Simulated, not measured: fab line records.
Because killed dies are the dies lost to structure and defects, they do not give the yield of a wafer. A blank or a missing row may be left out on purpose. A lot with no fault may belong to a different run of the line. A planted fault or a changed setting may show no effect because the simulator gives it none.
A lot that was struck, set against a sound lot + flow nandHarc + 15 steps out of a route of 1302
Sound: the wafers L211.2, L211.3, L211.4. Struck: wafer L217.2 (L217.4, L217.5, from the same lot, were not struck and are left out); the cause is given at the end.
Each step with rows lists, per side, the tool, then ch with its chambers, then its first start. Under that, the readings that differ: sound wafers + struck wafers + difference of the means + sigmas: that difference in standard deviations of wafers without a fault.
alike: same words and numbers on both sides, and readings whose means sit less than 2 such deviations apart. not compared: any withheld reading, any reading some wafer has no value for, any bound like >300 that may hide the same value, and any number with overlapping values for which the record gives no deviation.
Wherever a step has rows on one side only, a row that says differs or no value, or a row with sigmas, the two part there. Numbers that have no deviation but don't overlap get no sigmas and don't part them. Lack of a reading on every wafer of one side parts them only where that side has two or more wafers.

NHARC_P_GATE_STRIP_75: strips in O2.
  sound on plasmaAsher-01 ch 0,1, day 7 10:01; struck on plasmaAsher-02 ch 0, day 9 21:43
  alike: drypumpMotorCurrentA, heaterPowerW
  not compared: rfHoursCounterH
then, 9 steps without rows for these wafers: NHARC_P_GATE_STRIP_50 (strips in SPM, time 900 s); NHARC_P_GATE_DEHYDRATE_51 (time 120 s); NHARC_P_GATE_HMDS_52 (time 30 s); NHARC_P_GATE_COAT_53; NHARC_P_GATE_SOFTBAKE_54 (time 95 s); NHARC_P_GATE_EBR_55; NHARC_P_GATE_EXPOSE_56 (exposes mask P PSD, target cd 720 nm); NHARC_P_GATE_PEB_57 (peb time 85 s); NHARC_P_GATE_DEVELOP_58 (time 70 s).
NHARC_P_GATE_CD_MEAS_59 targets a cd of 720 nm.
  sound on cdSem-02 ch 0, day 7 10:56; struck on cdSem-03 ch 0, day 9 22:31
  alike: cdNm
then, 1 step without rows for these wafers: NHARC_P_GATE_HARDBAKE_60 (time 80 s).
NHARC_P_GATE_DESCUM_61: chemistry O2, time 3 s.
  sound on rieDiel-09 ch 1,2,3, day 7 11:07; struck on rieDiel-09 ch 1, day 9 22:41
| reading             | sound          | struck | difference | sigmas |
|---------------------|----------------|--------|------------|--------|
| rfHoursCounterH (h) | 0.0 0.0 0.0    | 3.2    | +3.2       |        |
| runLengthS (s)      | 23.7 23.8 24.4 | 22.2   | -1.8       | -5     |
  alike: drypumpMotorCurrentA, oesProductAu, rfVppV, showerheadPlenumPTorr, throttleValvePct
after that, 1 step had no rows for these wafers: NHARC_P_GATE_IMPLANT_62.
-- break in the record here, with 19 days between the starts of the struck wafers on either side (left off in module P_GATE, picked up again in module END, where the first step shown is number 1302 on the route) --
NHARC_END_SORT_01:
  sound on prober-01 ch 0, day 25 17:34; struck on prober-02 ch 0, day 28 23:10
  alike: killedAtArray, killedAtOther, killedAtPeriphery, killedDies, killedOpen, killedShort

WHERE THEY PART
At NHARC_P_GATE_DESCUM_61 and nowhere else, as far as this record goes. Later steps at which nothing parts them and some readings are alike: NHARC_END_SORT_01.

WHY: what had been put in by the simulator
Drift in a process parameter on rieDiel-09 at NHARC_P_GATE_DESCUM_61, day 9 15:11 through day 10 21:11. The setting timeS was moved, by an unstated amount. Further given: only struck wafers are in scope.
